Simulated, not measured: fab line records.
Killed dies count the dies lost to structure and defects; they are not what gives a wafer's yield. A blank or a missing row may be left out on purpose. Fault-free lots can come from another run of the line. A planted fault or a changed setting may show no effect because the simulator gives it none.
Matching of chambers ; flow n5 finfet ; N5_FIN_CUT_ETCH_21 on rie diel-02 has 4 sister chambers
The step etches SOC in N2/H2, target depth 219 nm, overetch 43.8 nm, time 523.5 s. 4 wafers are shown with their chamber, then 9 later ones without.

## WAFERS PAIRED WITH THEIR CHAMBERS
wafer;chamber;showerhead plenum p Torr (Torr)
L077.1;1;2.62
L085.1;2;2.53
L085.2;0;2.54
L085.3;3;2.44

## WAFERS WITH NO CHAMBER GIVEN
wafer;showerhead plenum p Torr (Torr)
L085.4;2.45
L085.5;2.54
L085.6;2.53
L088.2;2.44
L088.5;2.44
L088.6;2.53
L094.1;2.53
L094.2;2.53
L094.5;2.61

## THE CHAMBER EACH PASSED THROUGH
wafer;from the rows above;in truth
L085.4;3;3
L085.5;0;0
L085.6;2;2
L088.2;3;3
L088.5;3;3
L088.6;2;2
L094.1;2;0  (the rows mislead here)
L094.2;2;2
L094.5;1;1
8 of 9 placed correctly. Left unplaced by these rows: 0. Number placed wrongly: 1.
How it was worked out, from the rows above alone: a wafer's distance from a chamber is the root of the sum, over the readings, of the square of ((its reading less the chamber's mean) divided by the reading's scatter). If the next closest chamber is less than 2 further off than the closest, the wafer can't be placed; otherwise it belongs to the closest. For every chamber, the mean is computed from those of its wafers that are shown. The scatter: with one shown wafer a chamber, the root of the mean of the squares of how far each hidden wafer lies from its nearest shown one.
